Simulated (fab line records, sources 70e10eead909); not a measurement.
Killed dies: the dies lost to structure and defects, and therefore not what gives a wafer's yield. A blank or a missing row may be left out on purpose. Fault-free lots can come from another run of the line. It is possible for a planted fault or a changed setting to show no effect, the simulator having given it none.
fab line records	flow nand-harc
[record] lots = 24	wafers = 72	last-day = 33
route steps=1302 shown A_CONTACT@1087 A_BLC@1128 A_M0@1149
lots that met no fault: taken from a fault-free run of the same line
start-h: the number of hours between the record's first day and the start of the first shown wafer of the lot	wait-h: time in hours since the lot's previous step	" the same as in the row above	L1.1+2: a row that stands for several wafers	- value missing, or start not given	* or withheld: withheld	< > ~ a bound
route shown NAME@n: names a module that has steps shown in the file, with the first one's number in the route	usual: mean/standard deviation of fault-free wafers	same: alike in all rows	chamber/n: place in a boat	sites: per-site readings	_std_site: how widely they spread, as a standard deviation	_edge_site: inner sites' mean taken away from outer sites' mean	radius-mm: for every site, how far away it sits from the centre of the wafer	mask NAME#n: copy n	behind: the tool/chamber that last shaped the wafer	hold: what put the lot on hold/how long, in hours/how the hold closed	device: the transistor (n, p or np) that didn't switch	end of line: the route-end tests of the same wafers	for a step that has no rows: nothing shown but its recipe	killed: dies that structure and defects cost at the first sort, which is not the same as the wafer's yield	map: dies across one wafer; x = killed, . = not, _ = none there
set.NAME: the run value of the setting; set.NAME@STEP: its run value at that earlier step	model.NAME: the simulator's own value behind a step, which no gauge read
route steps across a sampled set of lots; one table per step, one row per wafer
services: from which hour (start-h, from the record's first day; less than 0 if before it) a tool's chamber was out of use, for how many hours, and why
[[steps]]
[step NHARC_A_CONTACT_ETCH_135]
[recipe] source-w = withheld	pressure-mtorr = 20	bias-v = 1200	time-s = 311	target-depth-a = 19120	ar-flow-sccm = withheld	c4f8-flow-sccm = withheld	o2-flow-sccm = withheld	chemistry = C4F8/O2/Ar
lot.wafer	tool	chamber	start-h	wait-h	rf-hours-counter-h
L074.4	har-cap-etch-02	0	518.72	0.2	-
L074.3	"	1	"	"	-
L074.5	"	0	"	"	-
L076.1	har-cap-etch-03	0	520.02	0.2	47
L076.4	"	0	"	"	-
L076.5	"	0	"	"	-
L075.1	har-cap-etch-01	1	525.58	0.2	2
L075.3	"	0	"	"	-
L075.5	"	1	"	"	-
L077.1	har-cap-etch-02	1	539.35	0.2	90
L077.2	"	0	"	"	90
L077.5	"	0	"	"	-
L078.2	har-cap-etch-03	1	545.38	0.2	50
L078.1	"	0	"	"	50
L078.5	"	1	"	"	-
L080.4	har-cap-etch-02	0	570.00	0.2	-
L080.5	"	1	"	"	-
L080.6	"	0	"	"	-
L079.1	har-cap-etch-03	0	570.52	0.2	53
L079.3	"	1	"	"	-
L079.5	"	0	"	"	-
L083.1	har-cap-etch-02	0	597.83	0.2	97
L083.3	"	1	"	"	-
L083.6	"	1	"	"	-
L081.2	har-cap-etch-02	1	615.79	0.2	100
L081.4	"	0	"	"	-
L081.5	"	1	"	"	-
L082.1	har-cap-etch-01	1	622.59	0.2	18
L082.2	"	0	"	"	18
L082.4	"	0	"	"	-
L085.4	har-cap-etch-01	0	625.08	0.2	-
L085.5	"	1	"	"	-
L085.6	"	0	"	"	-
L084.2	har-cap-etch-01	0	626.51	0.2	21
L084.6	"	0	"	"	-
L084.5	"	1	"	"	-
L087.2	har-cap-etch-03	1	642.38	0.2	64
L087.1	"	0	"	"	64
L087.6	"	0	"	"	-
L086.1	har-cap-etch-02	0	645.77	0.2	106
L086.2	"	1	"	"	106
L086.5	"	0	"	"	-
L088.2	har-cap-etch-01	0	669.18	0.2	28
L088.3	"	0	"	"	-
L088.6	"	0	"	"	-
L089.2	har-cap-etch-02	0	680.65	0.2	111
L089.4	"	0	"	"	-
L089.6	"	0	"	"	-
L090.2	har-cap-etch-03	1	682.96	0.2	72
L090.1	"	0	"	"	72
L090.3	"	1	"	"	-
L091.3	har-cap-etch-02	0	696.90	0.2	-
L091.5	"	1	"	"	-
L091.6	"	0	"	"	-
L092.1	har-cap-etch-03	0	697.51	0.2	75
L092.2	"	1	"	"	75
L092.4	"	0	"	"	-
L093.4	har-cap-etch-03	0	703.47	0.2	-
L093.5	"	1	"	"	-
L093.6	"	0	"	"	-
L095.1	har-cap-etch-03	1	719.94	0.2	80
L095.2	"	0	"	"	80
L095.6	"	1	"	"	-
L094.2	har-cap-etch-01	1	720.22	0.2	40
L094.6	"	1	"	"	-
L094.5	"	0	"	"	-
L096.2	har-cap-etch-02	0	737.24	0.2	122
L096.1	"	1	"	"	122
L096.5	"	1	"	"	-
L097.1	har-cap-etch-03	1	741.22	0.2	83
L097.3	"	1	"	"	-
L097.4	"	0	"	"	-
[step NHARC_A_CONTACT_ETCH_137]
[recipe] source-w = withheld	pressure-mtorr = 20	bias-v = 1200	time-s = 311	target-depth-a = 19120	ar-flow-sccm = withheld	c4f8-flow-sccm = withheld	o2-flow-sccm = withheld	chemistry = C4F8/O2/Ar
lot.wafer	tool	chamber	start-h	wait-h	rf-hours-counter-h
L074.4	har-cap-etch-02	0	519.26	0.2	-
L074.3	"	1	"	"	-
L074.5	"	0	"	"	-
L076.1	har-cap-etch-03	0	520.56	0.2	47
L076.4	"	0	"	"	-
L076.5	"	0	"	"	-
L075.1	har-cap-etch-01	1	526.12	0.2	3
L075.3	"	0	"	"	-
L075.5	"	1	"	"	-
L077.1	har-cap-etch-02	1	539.89	0.2	91
L077.2	"	0	"	"	91
L077.5	"	0	"	"	-
L078.2	har-cap-etch-03	1	545.93	0.2	50
L078.1	"	0	"	"	50
L078.5	"	1	"	"	-
L080.4	har-cap-etch-02	0	570.53	0.2	-
L080.5	"	1	"	"	-
L080.6	"	0	"	"	-
L079.1	har-cap-etch-03	0	571.06	0.2	53
L079.3	"	1	"	"	-
L079.5	"	0	"	"	-
L083.1	har-cap-etch-02	0	598.37	0.2	98
L083.3	"	1	"	"	-
L083.6	"	1	"	"	-
L081.2	har-cap-etch-02	1	616.33	0.2	101
L081.4	"	0	"	"	-
L081.5	"	1	"	"	-
L082.1	har-cap-etch-01	1	623.13	0.2	19
L082.2	"	0	"	"	19
L082.4	"	0	"	"	-
L085.4	har-cap-etch-01	0	625.62	0.2	-
L085.5	"	1	"	"	-
L085.6	"	0	"	"	-
L084.2	har-cap-etch-01	0	627.05	0.2	21
L084.6	"	0	"	"	-
L084.5	"	1	"	"	-
L087.2	har-cap-etch-03	1	642.92	0.2	65
L087.1	"	0	"	"	65
L087.6	"	0	"	"	-
L086.1	har-cap-etch-02	0	646.31	0.2	106
L086.2	"	1	"	"	106
L086.5	"	0	"	"	-
L088.2	har-cap-etch-01	0	669.72	0.2	29
L088.3	"	0	"	"	-
L088.6	"	0	"	"	-
L089.2	har-cap-etch-02	0	681.19	0.2	111
L089.4	"	0	"	"	-
L089.6	"	0	"	"	-
L090.2	har-cap-etch-03	1	683.50	0.2	73
L090.1	"	0	"	"	73
L090.3	"	1	"	"	-
L091.3	har-cap-etch-02	0	697.44	0.2	-
L091.5	"	1	"	"	-
L091.6	"	0	"	"	-
L092.1	har-cap-etch-03	0	698.04	0.2	76
L092.2	"	1	"	"	76
L092.4	"	0	"	"	-
L093.4	har-cap-etch-03	0	704.01	0.2	-
L093.5	"	1	"	"	-
L093.6	"	0	"	"	-
L095.1	har-cap-etch-03	1	720.48	0.2	80
L095.2	"	0	"	"	80
L095.6	"	1	"	"	-
L094.2	har-cap-etch-01	1	720.76	0.2	40
L094.6	"	1	"	"	-
L094.5	"	0	"	"	-
L096.2	har-cap-etch-02	0	737.78	0.2	123
L096.1	"	1	"	"	123
L096.5	"	1	"	"	-
L097.1	har-cap-etch-03	1	741.77	0.2	83
L097.3	"	1	"	"	-
L097.4	"	0	"	"	-
[step NHARC_A_CONTACT_ETCH_139]
[recipe] source-w = withheld	pressure-mtorr = 20	bias-v = 400	time-s = 195	target-depth-a = 8400	ar-flow-sccm = withheld	c4f8-flow-sccm = 11.5	o2-flow-sccm = 7.2	chemistry = C4F8/O2/Ar
lot.wafer	tool	chamber	start-h	wait-h	rf-hours-counter-h
L074.4	har-cap-etch-02	0	519.83	0.3	-
L074.3	"	1	"	"	-
L074.5	"	0	"	"	-
L076.1	har-cap-etch-03	0	521.11	0.2	48
L076.4	"	0	"	"	-
L076.5	"	0	"	"	-
L075.1	har-cap-etch-01	1	526.66	0.2	3
L075.3	"	0	"	"	-
L075.5	"	1	"	"	-
L077.1	har-cap-etch-02	1	540.43	0.2	91
L077.2	"	0	"	"	91
L077.5	"	0	"	"	-
L078.2	har-cap-etch-03	1	546.47	0.2	51
L078.1	"	0	"	"	51
L078.5	"	1	"	"	-
L080.4	har-cap-etch-02	0	571.08	0.2	-
L080.5	"	1	"	"	-
L080.6	"	0	"	"	-
L079.1	har-cap-etch-03	0	571.61	0.2	54
L079.3	"	1	"	"	-
L079.5	"	0	"	"	-
L083.1	har-cap-etch-02	0	598.91	0.2	98
L083.3	"	1	"	"	-
L083.6	"	1	"	"	-
L081.2	har-cap-etch-02	1	616.87	0.2	101
L081.4	"	0	"	"	-
L081.5	"	1	"	"	-
L082.1	har-cap-etch-01	1	623.67	0.2	19
L082.2	"	0	"	"	19
L082.4	"	0	"	"	-
L085.4	har-cap-etch-01	0	626.17	0.2	-
L085.5	"	1	"	"	-
L085.6	"	0	"	"	-
L084.2	har-cap-etch-01	0	627.59	0.2	22
L084.6	"	0	"	"	-
L084.5	"	1	"	"	-
L087.2	har-cap-etch-03	1	643.46	0.2	66
L087.1	"	0	"	"	66
L087.6	"	0	"	"	-
L086.1	har-cap-etch-02	0	646.86	0.2	107
L086.2	"	1	"	"	107
L086.5	"	0	"	"	-
L088.2	har-cap-etch-01	0	670.27	0.2	29
L088.3	"	0	"	"	-
L088.6	"	0	"	"	-
L089.2	har-cap-etch-02	0	681.73	0.2	112
L089.4	"	0	"	"	-
L089.6	"	0	"	"	-
L090.2	har-cap-etch-03	1	684.04	0.2	73
L090.1	"	0	"	"	73
L090.3	"	1	"	"	-
L091.3	har-cap-etch-02	0	697.99	0.2	-
L091.5	"	1	"	"	-
L091.6	"	0	"	"	-
L092.1	har-cap-etch-03	0	698.58	0.2	76
L092.2	"	1	"	"	76
L092.4	"	0	"	"	-
L093.4	har-cap-etch-03	0	704.55	0.2	-
L093.5	"	1	"	"	-
L093.6	"	0	"	"	-
L095.1	har-cap-etch-03	1	721.02	0.2	81
L095.2	"	0	"	"	81
L095.6	"	1	"	"	-
L094.2	har-cap-etch-01	1	721.31	0.2	41
L094.6	"	1	"	"	-
L094.5	"	0	"	"	-
L096.2	har-cap-etch-02	0	738.32	0.2	123
L096.1	"	1	"	"	123
L096.5	"	1	"	"	-
L097.1	har-cap-etch-03	1	742.31	0.2	84
L097.3	"	1	"	"	-
L097.4	"	0	"	"	-
[step NHARC_A_BLC_DEGAS_30]
[recipe] temp-c = 300	time-s = 60
[usual] heater-power-w = 491/43
lot.wafer	tool	chamber	start-h	wait-h	heater-power-w
L074.4	pvd-sputter-01	-	529.59	-	508
L074.3	"	-	"	"	497
L074.5	"	-	"	"	517
L076.1	pvd-sputter-02	-	529.94	-	569
L076.4	"	-	"	"	435
L076.5	"	-	"	"	422
L075.3	pvd-sputter-02	-	534.37	-	532
L075.1	"	-	"	"	425
L075.5	"	-	"	"	541
L077.1	pvd-sputter-01	-	545.96	-	463
L077.2	"	-	"	"	485
L077.5	"	-	"	"	496
L078.2	pvd-sputter-03	-	551.99	-	419
L078.1	"	-	"	"	471
L078.5	"	-	"	"	525
L080.4	pvd-sputter-02	-	576.47	-	549
L080.5	"	-	"	"	529
L080.6	"	-	"	"	550
L079.3	pvd-sputter-01	-	577.17	-	490
L079.1	"	-	"	"	507
L079.5	"	-	"	"	498
L083.1	pvd-sputter-01	-	604.34	-	465
L083.3	"	-	"	"	501
L083.6	"	-	"	"	480
L081.2	pvd-sputter-02	-	622.36	-	553
L081.4	"	-	"	"	441
L081.5	"	-	"	"	521
L082.2	pvd-sputter-03	-	629.57	-	459
L082.1	"	-	"	"	460
L082.4	"	-	"	"	424
L085.4	pvd-sputter-03	-	631.39	-	431
L085.6	"	-	"	"	457
L085.5	"	-	"	"	443
L084.2	pvd-sputter-02	-	633.10	-	433
L084.5	"	-	"	"	530
L084.6	"	-	"	"	573
L087.2	pvd-sputter-03	-	649.41	-	453
L087.1	"	-	"	"	449
L087.6	"	-	"	"	463
L086.1	pvd-sputter-03	-	652.43	-	453
L086.2	"	-	"	"	418
L086.5	"	-	"	"	535
L088.3	pvd-sputter-02	-	675.73	-	406
L088.2	"	-	"	"	511
L088.6	"	-	"	"	552
L089.4	pvd-sputter-02	-	687.15	-	523
L089.2	"	-	"	"	404
L089.6	"	-	"	"	522
L090.1	pvd-sputter-03	-	689.56	-	466
L090.2	"	-	"	"	461
L090.3	"	-	"	"	422
L092.1	pvd-sputter-02	-	704.09	-	563
L092.4	"	-	"	"	404
L092.2	"	-	"	"	522
L091.3	pvd-sputter-01	-	704.24	-	480
L091.6	"	-	"	"	466
L091.5	"	-	"	"	472
L093.4	pvd-sputter-01	-	710.01	-	462
L093.5	"	-	"	"	507
L093.6	"	-	"	"	454
L095.2	pvd-sputter-01	-	726.62	-	489
L095.1	"	-	"	"	522
L095.6	"	-	"	"	453
L094.2	pvd-sputter-02	-	726.95	-	540
L094.5	"	-	"	"	511
L094.6	"	-	"	"	531
L096.1	pvd-sputter-02	-	743.78	-	407
L096.2	"	-	"	"	534
L096.5	"	-	"	"	531
L097.3	pvd-sputter-03	-	747.67	-	444
L097.1	"	-	"	"	452
L097.4	"	-	"	"	446
[step NHARC_A_M0_INSPECT_11]
[usual] raw-defect-count = 89/37
lot.wafer	tool	chamber	start-h	wait-h	raw-defect-count
L074.3	defect-inspect-02	-	532.00	0.0	93
L074.4	"	-	"	"	100
L074.5	"	-	"	"	93
L076.1	defect-inspect-02	-	532.49	0.0	81
L076.4	"	-	"	"	83
L076.5	"	-	"	"	77
L075.1	defect-inspect-01	-	536.76	0.0	84
L075.3	"	-	"	"	80
L075.5	"	-	"	"	90
L077.1	defect-inspect-02	-	548.39	0.0	146
L077.2	"	-	"	"	153
L077.5	"	-	"	"	166
L078.1	defect-inspect-02	-	554.28	0.0	57
L078.2	"	-	"	"	48
L078.5	"	-	"	"	75
L080.4	defect-inspect-02	-	578.95	0.0	118
L080.5	"	-	"	"	112
L080.6	"	-	"	"	96
L079.1	defect-inspect-01	-	579.57	0.0	123
L079.3	"	-	"	"	132
L079.5	"	-	"	"	113
L083.1	defect-inspect-01	-	606.73	0.0	127
L083.3	"	-	"	"	123
L083.6	"	-	"	"	136
L081.2	defect-inspect-02	-	624.64	0.0	31
L081.4	"	-	"	"	30
L081.5	"	-	"	"	36
L082.1	defect-inspect-01	-	631.98	0.0	74
L082.2	"	-	"	"	68
L082.4	"	-	"	"	76
L085.4	defect-inspect-02	-	633.66	0.0	78
L085.5	"	-	"	"	102
L085.6	"	-	"	"	95
L084.2	defect-inspect-01	-	635.63	0.0	64
L084.5	"	-	"	"	81
L084.6	"	-	"	"	63
L087.1	defect-inspect-01	-	651.81	0.0	104
L087.2	"	-	"	"	110
L087.6	"	-	"	"	80
L086.1	defect-inspect-01	-	654.70	0.0	163
L086.2	"	-	"	"	143
L086.5	"	-	"	"	144
L088.2	defect-inspect-01	-	678.14	0.0	96
L088.3	"	-	"	"	105
L088.6	"	-	"	"	95
L089.2	defect-inspect-01	-	689.41	0.0	121
L089.4	"	-	"	"	123
L089.6	"	-	"	"	116
L090.1	defect-inspect-02	-	691.94	0.0	36
L090.2	"	-	"	"	42
L090.3	"	-	"	"	42
L092.1	defect-inspect-02	-	706.50	0.0	24
L092.2	"	-	"	"	25
L092.4	"	-	"	"	25
L091.3	defect-inspect-01	-	706.71	0.0	149
L091.5	"	-	"	"	158
L091.6	"	-	"	"	141
L093.4	defect-inspect-02	-	712.39	0.0	36
L093.5	"	-	"	"	35
L093.6	"	-	"	"	37
L095.1	defect-inspect-02	-	729.01	0.0	57
L095.2	"	-	"	"	71
L095.6	"	-	"	"	55
L094.2	defect-inspect-01	-	729.34	0.0	94
L094.5	"	-	"	"	67
L094.6	"	-	"	"	78
L096.1	defect-inspect-02	-	746.04	0.0	119
L096.2	"	-	"	"	103
L096.5	"	-	"	"	108
L097.1	defect-inspect-01	-	750.09	0.0	82
L097.3	"	-	"	"	74
L097.4	"	-	"	"	57
[step NHARC_A_M0_THK_MEAS_24]
[recipe] thk-meas-gauge = xrf
[usual] thk-nm = 114.0/1.3
lot.wafer	tool	chamber	start-h	wait-h	thk-nm
L074.3	film-metro-01	-	534.42	-	115.7
L074.4	"	-	"	"	113.0
L074.5	"	-	"	"	116.2
L076.1	film-metro-02	-	534.91	-	112.9
L076.4	"	-	"	"	112.8
L076.5	"	-	"	"	117.5
L075.1	film-metro-02	-	539.14	-	115.3
L075.3	"	-	"	"	114.4
L075.5	"	-	"	"	114.9
L077.1	film-metro-01	-	550.78	-	111.9
L077.2	"	-	"	"	112.2
L077.5	"	-	"	"	114.6
L078.1	film-metro-01	-	556.67	-	115.6
L078.2	"	-	"	"	113.9
L078.5	"	-	"	"	114.2
L080.4	film-metro-01	-	581.33	-	113.9
L080.5	"	-	"	"	110.9
L080.6	"	-	"	"	114.4
L079.1	film-metro-02	-	581.95	-	114.2
L079.3	"	-	"	"	112.4
L079.5	"	-	"	"	114.8
L083.1	film-metro-02	-	609.18	-	114.3
L083.3	"	-	"	"	115.5
L083.6	"	-	"	"	113.5
L081.2	film-metro-01	-	627.03	-	115.6
L081.4	"	-	"	"	112.6
L081.5	"	-	"	"	112.4
L082.1	film-metro-01	-	634.35	-	114.7
L082.2	"	-	"	"	115.1
L082.4	"	-	"	"	115.0
L085.4	film-metro-02	-	636.05	-	116.2
L085.5	"	-	"	"	112.4
L085.6	"	-	"	"	112.8
L084.2	film-metro-02	-	638.01	-	114.9
L084.5	"	-	"	"	112.8
L084.6	"	-	"	"	112.8
L087.1	film-metro-02	-	654.20	-	114.1
L087.2	"	-	"	"	114.6
L087.6	"	-	"	"	116.0
L086.1	film-metro-02	-	657.08	-	112.8
L086.2	"	-	"	"	113.5
L086.5	"	-	"	"	112.9
L088.2	film-metro-01	-	680.56	-	113.6
L088.3	"	-	"	"	113.7
L088.6	"	-	"	"	113.4
L089.2	film-metro-01	-	691.79	-	114.5
L089.4	"	-	"	"	115.2
L089.6	"	-	"	"	113.5
L090.1	film-metro-01	-	694.34	-	113.3
L090.2	"	-	"	"	113.0
L090.3	"	-	"	"	112.5
L092.1	film-metro-02	-	709.06	-	116.1
L092.2	"	-	"	"	114.6
L092.4	"	-	"	"	113.1
L091.3	film-metro-02	-	709.27	-	113.1
L091.5	"	-	"	"	113.1
L091.6	"	-	"	"	113.8
L093.4	film-metro-01	-	714.76	-	115.6
L093.5	"	-	"	"	114.4
L093.6	"	-	"	"	113.4
L095.1	film-metro-02	-	731.48	-	114.4
L095.2	"	-	"	"	113.4
L095.6	"	-	"	"	112.9
L094.2	film-metro-02	-	731.77	-	115.4
L094.5	"	-	"	"	113.0
L094.6	"	-	"	"	112.9
L096.1	film-metro-02	-	748.45	-	115.0
L096.2	"	-	"	"	116.1
L096.5	"	-	"	"	113.2
L097.1	film-metro-02	-	752.46	-	113.4
L097.3	"	-	"	"	115.2
L097.4	"	-	"	"	114.8
[[services]]
tool	chamber	start-h	hours	kind
har-cap-etch-01	-	497.00	17.0	pm
har-cap-etch-01	0	497.00	17.0	vent-cycle
har-cap-etch-01	1	497.00	17.0	vent-cycle
har-cap-etch-02	-	506.84	0.2	repair
har-cap-etch-01	0	514.00	-	clean
har-cap-etch-01	1	514.00	-	clean
har-cap-etch-01	1	514.00	-	consumable-replace:focus-ring
pvd-sputter-03	-	526.08	10.0	pm
har-cap-etch-01	-	542.03	0.5	repair
har-cap-etch-01	-	551.39	0.1	repair
pvd-sputter-03	-	560.84	11.4	repair
pvd-sputter-01	-	627.86	10.0	pm
pvd-sputter-02	-	639.76	10.0	pm
pvd-sputter-02	-	682.33	3.9	repair
pvd-sputter-03	-	704.08	10.0	pm
[[key]]
fault none
